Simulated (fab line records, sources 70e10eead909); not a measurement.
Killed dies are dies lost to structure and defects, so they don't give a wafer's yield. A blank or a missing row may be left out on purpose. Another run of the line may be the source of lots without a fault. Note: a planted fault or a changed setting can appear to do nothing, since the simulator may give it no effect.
fab line records + flow nand-harc
record:
- lots: 12
- wafers: 36
- last-day: 33
route steps=1302 shown A_SLIT@942 A_WL_FILL@967 A_CONTACT@986 END@1302
lots untouched by any fault: they come from a run of this same line in which no faults occurred
start-h: start of the lot's first displayed wafer, in hours after the record's first day + wait-h: time in hours since the lot's previous step + " as in the row above + L1.1+2: several wafers, shown together as one row + - either no value or no given start + * or withheld: withheld + < > ~ a bound
route shown NAME@n: a module of which the file shows steps, and the number in the route of the first + usual: mean and standard deviation over wafers with no fault + same: alike in all rows + chamber/n: place in a boat + sites: the reading at each site + _std_site: standard deviation of those values + _edge_site: inner sites' mean taken away from outer sites' mean + radius-mm: how far each site lies from the wafer's centre + mask NAME#n: copy n + behind: tool/chamber where the wafer was last shaped + hold: cause of the lot's hold/its duration in hours/its outcome + device: whichever transistor did not switch (one of n, p or np) + end of line: the tests these same wafers got at the end of their route + for a step that has no rows: nothing shown but its recipe + killed: the dies lost at the first sort to structure and to defects; this is not the yield of the wafer + map: a wafer's dies, marking killed ones x, the rest . and places with no die _
set.NAME: the setting as run; set.NAME@STEP: as run at that earlier step + model.NAME: the simulator's own value behind a step, which no gauge read
route steps across a sampled set of lots; one table per step, one row per wafer
services: a tool's chamber out of use, with start hour (start-h, from the record's first day; less than 0 if before it), hours out, and reason
== steps ==
step: NHARC_A_SLIT_ETCH_29
recipe:
- target-depth-a: 1000
- overetch-a: 100
- time-s: 55
- ion-energy-ev: 100
- cf4-flow-sccm: 80
- o2-flow-sccm: 20
- ar-flow-sccm: 0
- rf-w: 300
- bias-w: 100
- chemistry: CF4/O2
usual:
- drypump-motor-current-A: 5.8/0.36
- mfc-ar-sccm: 0.006/0.011
- oes-product-au: 0.998/0.0069
- rf-vpp-V: 198.4/1.3
- showerhead-plenum-p-Torr: 1.36/0.048
- throttle-valve-pct: 13.399/0.0082
| lot.wafer | tool        | chamber | start-h | wait-h | drypump-motor-current-A | mfc-ar-sccm | oes-product-au | rf-hours-counter-h | rf-vpp-V | showerhead-plenum-p-Torr | throttle-valve-pct |
|-----------|-------------|---------|---------|--------|-------------------------|-------------|----------------|--------------------|----------|--------------------------|--------------------|
| L523.3    | rie-diel-11 | 2       | 451.51  | 0.1    | 5.7                     | 0           | 1.002          | 0                  | 201.8    | 1.41                     | 13.396             |
| L523.4    | "           | 0       | "       | "      | 5.9                     | 0.031       | 1.003          | 0                  | 199.0    | 1.39                     | 13.402             |
| L523.6    | "           | 1       | "       | "      | 6.1                     | 0.014       | 1.004          | -                  | 198.6    | 1.39                     | 13.404             |
| L524.3    | rie-diel-03 | 2       | 468.10  | 0.1    | 6.0                     | 0           | 0.995          | 0                  | 200.3    | 1.40                     | 13.414             |
| L524.4    | "           | 3       | "       | "      | 4.8                     | 0           | 0.998          | 0                  | 199.1    | 1.41                     | 13.392             |
| L524.5    | "           | 2       | "       | "      | 6.1                     | 0           | 1.004          | -                  | 199.1    | 1.41                     | 13.404             |
| L525.4    | rie-diel-06 | 0       | 469.14  | 0.1    | 6.1                     | 0.007       | 0.994          | 10                 | 198.6    | 1.41                     | 13.389             |
| L525.6    | "           | 0       | "       | "      | 6.1                     | 0.007       | 0.989          | -                  | 199.7    | 1.41                     | 13.402             |
| L525.5    | "           | 1       | "       | "      | 5.4                     | 0.001       | 0.998          | -                  | 198.3    | 1.36                     | 13.395             |
| L527.2    | rie-diel-11 | 2       | 493.10  | 0.1    | 5.7                     | 0           | 1.012          | 1                  | 198.5    | 1.41                     | 13.404             |
| L527.4    | "           | 3       | "       | "      | 5.9                     | 0           | 0.997          | 2                  | 197.7    | 1.31                     | 13.399             |
| L527.6    | "           | 1       | "       | "      | 6.2                     | 0.014       | 0.994          | -                  | 200.8    | 1.39                     | 13.395             |
| L529.4    | rie-diel-03 | 2       | 502.82  | 0.1    | 6.1                     | 0           | 0.994          | 3                  | 199.6    | 1.40                     | 13.386             |
| L529.1    | "           | 1       | "       | "      | 5.8                     | 0           | 1.002          | 2                  | 196.3    | 1.26                     | 13.401             |
| L529.5    | "           | 2       | "       | "      | 6.1                     | 0           | 1.006          | -                  | 199.4    | 1.40                     | 13.397             |
| L528.3    | rie-diel-06 | 3       | 503.79  | 0.1    | 5.8                     | 0           | 1.006          | 1                  | 197.4    | 1.30                     | 13.387             |
| L528.1    | "           | 2       | "       | "      | 6.1                     | 0           | 1.006          | 1                  | 196.6    | 1.32                     | 13.409             |
| L528.5    | "           | 3       | "       | "      | 5.7                     | 0           | 0.995          | -                  | 197.0    | 1.30                     | 13.402             |
| L531.1    | rie-diel-06 | 0       | 540.29  | 0.1    | 6.1                     | 0.007       | 0.980          | 3                  | 198.4    | 1.41                     | 13.404             |
| L531.6    | "           | 2       | "       | "      | 6.1                     | 0           | 1.002          | -                  | 197.7    | 1.32                     | 13.395             |
| L531.4    | "           | 3       | "       | "      | 5.7                     | 0           | 1.001          | -                  | 198.8    | 1.30                     | 13.402             |
| L532.4    | rie-diel-11 | 2       | 547.60  | 0.1    | 5.7                     | 0           | 1.008          | 3                  | 199.0    | 1.41                     | 13.393             |
| L532.1    | "           | 3       | "       | "      | 5.8                     | 0           | 1.015          | 4                  | 197.3    | 1.31                     | 13.413             |
| L532.6    | "           | 1       | "       | "      | 6.2                     | 0.014       | 1.000          | -                  | 198.7    | 1.39                     | 13.395             |
| L537.2    | rie-diel-03 | 2       | 588.93  | 0.1    | 6.1                     | 0           | 1.003          | 9                  | 199.7    | 1.40                     | 13.392             |
| L537.5    | "           | 2       | "       | "      | 6.1                     | 0           | 1.003          | -                  | 199.4    | 1.40                     | 13.408             |
| L537.6    | "           | 3       | "       | "      | 4.8                     | 0           | 1.005          | -                  | 198.1    | 1.41                     | 13.408             |
| L543.3    | rie-diel-11 | 0       | 646.78  | 0.1    | 5.9                     | 0.031       | 1.000          | 2                  | 199.1    | 1.38                     | 13.401             |
| L543.1    | "           | 1       | "       | "      | 6.2                     | 0.014       | 1.008          | 1                  | 200.4    | 1.39                     | 13.387             |
| L543.4    | "           | 2       | "       | "      | 5.7                     | 0           | 0.999          | 1                  | 199.2    | 1.41                     | 13.383             |
| L544.1    | rie-diel-03 | 0       | 663.05  | 0.1    | 5.5                     | 0           | 0.996          | 0                  | 199.1    | 1.37                     | 13.387             |
| L544.2    | "           | 2       | "       | "      | 6.1                     | 0           | 1.014          | 1                  | 198.1    | 1.40                     | 13.397             |
| L544.6    | "           | 1       | "       | "      | 5.8                     | 0           | 1.008          | -                  | 197.1    | 1.26                     | 13.393             |
| L546.1    | rie-diel-03 | 1       | 681.45  | 0.1    | 5.7                     | 0           | 1.015          | 1                  | 195.3    | 1.26                     | 13.400             |
| L546.2    | "           | 3       | "       | "      | 4.8                     | 0           | 0.999          | 1                  | 198.9    | 1.41                     | 13.405             |
| L546.5    | "           | 1       | "       | "      | 5.8                     | 0           | 1.006          | -                  | 196.3    | 1.26                     | 13.399             |
step: NHARC_A_WL_FILL_STRIP_29
recipe:
- time-s: 20
- o2-flow-sccm: 500
- ar-flow-sccm: 0
- bias-w: 0
- chemistry: O2
usual:
- drypump-motor-current-A: 5.7/0.55
- mfc-ar-sccm: 0.007/0.0088
- oes-product-au: 1.000/0.0077
- rf-vpp-V: 57.6/0.84
- showerhead-plenum-p-Torr: 3.50/0.17
- throttle-valve-pct: 17.037/0.0085
| lot.wafer | tool        | chamber | start-h | wait-h | drypump-motor-current-A | mfc-ar-sccm | oes-product-au | rf-hours-counter-h | rf-vpp-V | showerhead-plenum-p-Torr | throttle-valve-pct |
|-----------|-------------|---------|---------|--------|-------------------------|-------------|----------------|--------------------|----------|--------------------------|--------------------|
| L523.3    | rie-diel-05 | 2       | 470.02  | 0.1    | 4.9                     | 0.014       | 0.994          | 1.6                | 58.4     | 3.33                     | 17.055             |
| L523.4    | "           | 3       | "       | "      | 6.0                     | 0           | 0.976          | 1.2                | 56.2     | 3.32                     | 17.033             |
| L523.6    | "           | 2       | "       | "      | 4.9                     | 0.014       | 0.993          | -                  | 58.6     | 3.33                     | 17.036             |
| L524.4    | rie-diel-05 | 3       | 488.03  | 0.1    | 6.0                     | 0           | 0.995          | 1.9                | 56.6     | 3.32                     | 17.037             |
| L524.3    | "           | 1       | "       | "      | 6.2                     | 0.006       | 1.002          | 2.5                | 58.4     | 3.46                     | 17.027             |
| L524.5    | "           | 0       | "       | "      | 5.8                     | 0           | 1.005          | -                  | 59.3     | 3.61                     | 17.032             |
| L525.4    | rie-diel-01 | 3       | 490.44  | 0.1    | 5.3                     | 0           | 0.986          | 5.0                | 58.6     | 3.36                     | 17.033             |
| L525.6    | "           | 0       | "       | "      | 5.3                     | 0           | 0.998          | -                  | 57.9     | 3.35                     | 17.045             |
| L525.5    | "           | 1       | "       | "      | 6.5                     | 0.007       | 0.991          | -                  | 58.1     | 3.49                     | 17.033             |
| L527.2    | rie-diel-01 | 0       | 511.93  | 0.1    | 5.3                     | 0           | 0.996          | 6.3                | 57.5     | 3.35                     | 17.041             |
| L527.4    | "           | 1       | "       | "      | 6.5                     | 0.007       | 1.001          | 4.4                | 57.7     | 3.49                     | 17.043             |
| L527.6    | "           | 1       | "       | "      | 6.6                     | 0.007       | 1.010          | -                  | 56.7     | 3.49                     | 17.051             |
| L529.1    | rie-diel-10 | 0       | 521.49  | 0.1    | 6.4                     | 0.002       | 0.990          | 2.8                | 57.2     | 3.44                     | 17.032             |
| L529.4    | "           | 1       | "       | "      | 4.8                     | 0           | 1.008          | 2.9                | 58.5     | 3.79                     | 17.037             |
| L529.5    | "           | 3       | "       | "      | 5.6                     | 0.016       | 1.001          | -                  | 58.4     | 3.77                     | 17.037             |
| L528.3    | rie-diel-01 | 1       | 524.50  | 0.1    | 6.6                     | 0.007       | 1.005          | 4.7                | 56.6     | 3.49                     | 17.042             |
| L528.1    | "           | 0       | "       | "      | 5.3                     | 0           | 1.014          | 6.5                | 56.4     | 3.35                     | 17.030             |
| L528.5    | "           | 2       | "       | "      | 5.6                     | 0           | 0.999          | -                  | 58.0     | 3.68                     | 17.047             |
| L531.1    | rie-diel-10 | 3       | 559.76  | 0.1    | 5.6                     | 0.016       | 1.013          | 4.0                | 57.8     | 3.77                     | 17.035             |
| L531.4    | "           | 0       | "       | "      | 6.4                     | 0.002       | 0.993          | 4.3                | 57.6     | 3.44                     | 17.017             |
| L531.6    | "           | 2       | "       | "      | 6.1                     | 0.029       | 1.002          | -                  | 58.0     | 3.67                     | 17.036             |
| L532.1    | rie-diel-05 | 0       | 566.11  | 0.1    | 5.8                     | 0           | 1.009          | 4.2                | 58.7     | 3.61                     | 17.029             |
| L532.4    | "           | 1       | "       | "      | 6.2                     | 0.006       | 1.005          | 4.6                | 56.8     | 3.46                     | 17.040             |
| L532.6    | "           | 2       | "       | "      | 4.9                     | 0.014       | 1.000          | -                  | 57.4     | 3.33                     | 17.036             |
| L537.2    | rie-diel-05 | 0       | 607.56  | 0.1    | 5.8                     | 0           | 0.992          | 0.6                | 58.4     | 3.61                     | 17.042             |
| L537.6    | "           | 3       | "       | "      | 6.0                     | 0           | 0.985          | -                  | 56.4     | 3.32                     | 17.040             |
| L537.5    | "           | 0       | "       | "      | 5.8                     | 0           | 0.999          | -                  | 57.7     | 3.61                     | 17.035             |
| L543.3    | rie-diel-10 | 0       | 664.86  | 0.1    | 6.4                     | 0.002       | 1.002          | 1.6                | 58.8     | 3.44                     | 17.024             |
| L543.4    | "           | 1       | "       | "      | 4.8                     | 0           | 0.993          | 1.6                | 57.1     | 3.79                     | 17.050             |
| L543.1    | "           | 2       | "       | "      | 6.1                     | 0.029       | 0.998          | 1.8                | 58.5     | 3.67                     | 17.034             |
| L544.2    | rie-diel-10 | 2       | 681.33  | 0.1    | 6.1                     | 0.029       | 0.986          | 2.1                | 58.5     | 3.67                     | 17.027             |
| L544.1    | "           | 0       | "       | "      | 6.4                     | 0.002       | 0.999          | 2.1                | 57.7     | 3.44                     | 17.049             |
| L544.6    | "           | 1       | "       | "      | 4.8                     | 0           | 0.999          | -                  | 57.6     | 3.79                     | 17.046             |
| L546.2    | rie-diel-01 | 3       | 704.44  | 0.1    | 5.3                     | 0           | 1.018          | 6.3                | 57.9     | 3.35                     | 17.045             |
| L546.1    | "           | 1       | "       | "      | 6.6                     | 0.007       | 1.014          | 7.5                | 57.8     | 3.49                     | 17.048             |
| L546.5    | "           | 0       | "       | "      | 5.3                     | 0           | 1.011          | -                  | 57.0     | 3.35                     | 17.039             |
step: NHARC_A_WL_FILL_CVD_20
recipe:
- target-thk-a: 1000
- temp-c: 400
- pressure-torr: 40
- wf6-flow-sccm: 40
- h2-flow-sccm: 1600
- ar-flow-sccm: 1560
- time-s: 74
- material: W
usual:
- heater-power-w: 840/78
- mfc-ar-sccm: 1561/4.4
- throttle-valve-pct: 7.81/0.17
| lot.wafer | tool     | chamber | start-h | wait-h | heater-power-w | mfc-ar-sccm | throttle-valve-pct |
|-----------|----------|---------|---------|--------|----------------|-------------|--------------------|
| L523.4    | cvd-w-01 | 1       | -       | -      | 854            | 1565        | 7.57               |
| L523.3    | "        | 0       | "       | "      | 886            | 1563        | 7.98               |
| L523.6    | "        | 1       | "       | "      | 844            | 1561        | 7.47               |
| L524.4    | cvd-w-01 | 1       | -       | -      | 834            | 1576        | 7.42               |
| L524.3    | "        | 0       | "       | "      | 872            | 1573        | 8.15               |
| L524.5    | "        | 1       | "       | "      | 822            | 1567        | 7.68               |
| L525.4    | cvd-w-02 | 1       | -       | -      | 749            | 1555        | 7.77               |
| L525.5    | "        | 1       | "       | "      | 729            | 1564        | 7.69               |
| L525.6    | "        | 0       | "       | "      | 936            | 1563        | 7.77               |
| L527.2    | cvd-w-02 | 0       | -       | -      | 932            | 1568        | 7.80               |
| L527.4    | "        | 0       | "       | "      | 946            | 1563        | 7.67               |
| L527.6    | "        | 1       | "       | "      | 740            | 1565        | 7.70               |
| L529.1    | cvd-w-02 | 0       | -       | -      | 936            | 1562        | 7.47               |
| L529.4    | "        | 0       | "       | "      | 905            | 1563        | 7.87               |
| L529.5    | "        | 1       | "       | "      | 747            | 1560        | 7.96               |
| L528.1    | cvd-w-02 | 1       | -       | -      | 752            | 1565        | 7.61               |
| L528.3    | "        | 0       | "       | "      | 918            | 1562        | 7.78               |
| L528.5    | "        | 0       | "       | "      | 938            | 1561        | 7.90               |
| L531.1    | cvd-w-02 | 1       | -       | -      | 734            | 1559        | 8.02               |
| L531.4    | "        | 0       | "       | "      | 951            | 1552        | 7.95               |
| L531.6    | "        | 1       | "       | "      | 749            | 1560        | 7.92               |
| L532.1    | cvd-w-01 | 0       | -       | -      | 902            | 1567        | 7.92               |
| L532.4    | "        | 0       | "       | "      | 893            | 1570        | 7.95               |
| L532.6    | "        | 1       | "       | "      | 806            | 1563        | 8.03               |
| L537.2    | cvd-w-02 | 1       | -       | -      | 764            | 1554        | 7.78               |
| L537.6    | "        | 0       | "       | "      | 924            | 1562        | 7.74               |
| L537.5    | "        | 1       | "       | "      | 735            | 1559        | 7.96               |
| L543.1    | cvd-w-02 | 0       | -       | -      | 918            | 1565        | 7.94               |
| L543.4    | "        | 1       | "       | "      | 712            | 1562        | 7.63               |
| L543.3    | "        | 0       | "       | "      | 935            | 1561        | 7.66               |
| L544.1    | cvd-w-02 | 0       | -       | -      | 901            | 1554        | 7.53               |
| L544.2    | "        | 1       | "       | "      | 726            | 1560        | 7.42               |
| L544.6    | "        | 0       | "       | "      | 895            | 1554        | 7.80               |
| L546.2    | cvd-w-02 | 1       | -       | -      | 718            | 1562        | 7.48               |
| L546.1    | "        | 0       | "       | "      | 909            | 1558        | 7.51               |
| L546.5    | "        | 1       | "       | "      | 716            | 1561        | 7.38               |
step: NHARC_A_CONTACT_DEP_29
recipe:
- target-thk-a: 1000
- target-thk-nm: 100
- temp-c: 400
- pressure-torr: 3.5
- flow-sccm: 200
- rf-w: 350
- material: SiON
usual:
- heater-power-w: 711/66
| lot.wafer | tool     | chamber | start-h | wait-h | heater-power-w |
|-----------|----------|---------|---------|--------|----------------|
| L523.3    | pecvd-03 | 2       | 481.43  | 2.2    | 623            |
| L523.4    | "        | 2       | "       | "      | 644            |
| L523.6    | "        | 0       | "       | "      | 737            |
| L524.3    | pecvd-03 | 0       | 500.41  | 2.1    | 709            |
| L524.5    | "        | 0       | "       | "      | 736            |
| L524.4    | "        | 1       | "       | "      | 700            |
| L525.5    | pecvd-04 | 0       | 501.92  | 0.8    | 628            |
| L525.4    | "        | 1       | "       | "      | 714            |
| L525.6    | "        | 2       | "       | "      | 660            |
| L527.2    | pecvd-02 | 1       | 523.54  | 2.9    | 796            |
| L527.6    | "        | 1       | "       | "      | 820            |
| L527.4    | "        | 2       | "       | "      | 822            |
| L529.1    | pecvd-02 | 2       | 532.82  | 3.6    | 824            |
| L529.4    | "        | 2       | "       | "      | 801            |
| L529.5    | "        | 0       | "       | "      | 677            |
| L528.1    | pecvd-04 | 2       | 537.76  | 3.6    | 618            |
| L528.3    | "        | 0       | "       | "      | 644            |
| L528.5    | "        | 0       | "       | "      | 634            |
| L531.1    | pecvd-04 | 0       | 570.97  | 3.6    | 598            |
| L531.4    | "        | 1       | "       | "      | 691            |
| L531.6    | "        | 2       | "       | "      | 589            |
| L532.1    | pecvd-03 | 0       | 577.70  | 3.6    | 795            |
| L532.6    | "        | 0       | "       | "      | 802            |
| L532.4    | "        | 1       | "       | "      | 740            |
| L537.2    | pecvd-03 | 2       | 623.89  | 2.8    | 728            |
| L537.6    | "        | 2       | "       | "      | 713            |
| L537.5    | "        | 0       | "       | "      | 765            |
| L543.1    | pecvd-03 | 1       | 681.43  | 3.6    | 756            |
| L543.3    | "        | 2       | "       | "      | 692            |
| L543.4    | "        | 1       | "       | "      | 729            |
| L544.2    | pecvd-04 | 1       | 692.58  | 2.8    | 749            |
| L544.1    | "        | 2       | "       | "      | 702            |
| L544.6    | "        | 0       | "       | "      | 585            |
| L546.2    | pecvd-04 | 2       | 714.37  | 2.9    | 739            |
| L546.1    | "        | 1       | "       | "      | 751            |
| L546.5    | "        | 1       | "       | "      | 733            |
step: NHARC_END_SORT_01
recipe:
- temp-c: 25
usual:
- killed-at-array: 60/21
- killed-at-other: 1.0/1.2
- killed-at-periphery: 4.2/2.8
- killed-dies: 65/20
- killed-open: 3.1/1.8
- killed-short: 2.6/1.6
same:
- gross-dies: 677
| lot.wafer | tool      | chamber | start-h | wait-h | killed-at-array | killed-at-other | killed-at-periphery | killed-dies | killed-open | killed-short |
|-----------|-----------|---------|---------|--------|-----------------|-----------------|---------------------|-------------|-------------|--------------|
| L537.2    | prober-02 | 0       | 705.61  | 2.8    | 116             | 1               | 4                   | 121         | 4           | 2            |
| L537.5    | prober-02 | 0       | 708.02  | 3.7    | 118             | 1               | 7                   | 126         | 3           | 4            |
| L537.6    | prober-02 | 0       | 708.82  | 4.0    | 50              | 0               | 7                   | 57          | 3           | 3            |
killed by level:class
L537.2 A_WL_FILL:unspecified=75 A_CHANNEL_HOLE_D1:chamber-film-flake=31 A_CONTACT:chamber-film-flake=5 P_STI:chamber-film-flake=2 P_STI:geometric-particle:short=1 P_M0:geometric-particle:open=1 A_DECK1_JOINT:geometric-particle:open=1 A_CONTACT:geometric-particle:open=1
L537.5 A_WL_FILL:unspecified=77 A_CHANNEL_HOLE_D1:chamber-film-flake=27 A_CONTACT:chamber-film-flake=5 P_STI:chamber-film-flake=3 A_STAIRCASE:chamber-film-flake=3 P_CONTACT:chamber-film-flake=2 P_M0:geometric-particle:open=1 P_M2:geometric-particle:short=1
L537.6 A_CHANNEL_HOLE_D1:chamber-film-flake=32 A_CONTACT:chamber-film-flake=8 A_SGD_CUT:geometric-particle:open=2 P_STI:chamber-film-flake=2 P_GATE:chamber-film-flake=2 A_STAIRCASE:chamber-film-flake=2 A_SLIT:chamber-film-flake=2 P_CONTACT:geometric-particle:short=1
== services ==
| tool        | chamber | start-h | hours | kind   |
|-------------|---------|---------|-------|--------|
| rie-diel-11 | -       | 432.50  | 9.0   | pm     |
| rie-diel-01 | 2       | 445.53  | 11.1  | repair |
| cvd-w-02    | -       | 450.00  | 13.0  | pm     |
| pecvd-04    | -       | 450.14  | 13.0  | pm     |
| rie-diel-03 | -       | 450.75  | 0.5   | repair |
| rie-diel-03 | -       | 458.30  | 9.0   | pm     |
| rie-diel-11 | 0       | 463.39  | 8.3   | repair |
| cvd-w-02    | -       | 470.75  | 0.3   | repair |
| rie-diel-11 | 1       | 472.75  | 4.8   | repair |
| rie-diel-03 | 0       | 479.86  | 5.0   | repair |
| rie-diel-03 | 1       | 485.15  | 5.2   | repair |
| rie-diel-11 | 2       | 504.81  | 10.1  | repair |
| pecvd-04    | -       | 505.43  | 0.5   | repair |
| pecvd-03    | -       | 521.54  | 1.5   | repair |
| rie-diel-11 | 1       | 522.36  | 19.0  | repair |
| rie-diel-05 | -       | 523.92  | 0.6   | repair |
| cvd-w-02    | 0       | 537.19  | 6.3   | repair |
| pecvd-03    | -       | 547.83  | 13.0  | pm     |
| rie-diel-03 | 1       | 548.77  | 13.4  | repair |
| rie-diel-03 | 3       | 575.20  | 4.8   | repair |
| cvd-w-02    | -       | 631.00  | 13.0  | pm     |
| pecvd-04    | -       | 631.24  | 13.0  | pm     |
| rie-diel-03 | -       | 635.30  | 9.0   | pm     |
| pecvd-04    | -       | 705.72  | 0.7   | repair |
== key ==
first-sign:
- step: NHARC_END_SORT_01
- reading: killed-dies
- direction: up
- sigmas: 2.9
- usual: 65
- struck: 124
effect:
- step: NHARC_END_SORT_01
- reading: killed-at-array
- direction: up
- sigmas: 2.8
- usual: 60
- struck: 117
more-kills-born-at:
- NHARC_A_WL_FILL_STRIP_29@rie-diel-05: 152
met-at NHARC_A_WL_FILL_STRIP_29
struck-lots L537
struck-wafers L537.2,L537.5
tester-left-out L537
not-acting-at NHARC_A_SLIT_ETCH_29,NHARC_A_WL_FILL_CVD_20,NHARC_A_CONTACT_DEP_29
onset-between 566.11 607.56
fault:
- kind: chamber-particle-source
- tool: rie-diel-05
- chamber: 0
- onset-h: 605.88
- steps: NHARC_A_WL_FILL_STRIP_29
- rate-per-visit-cm2: 1.3166
- end-h: 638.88
tester-left-out: of these lots the tester's yield and bins aren't shown, on N5 and GAA mostly nor the transistor test; their killed dies are dies lost to structure and defects alone, not to doping, threshold or leakage, so they don't give the yield
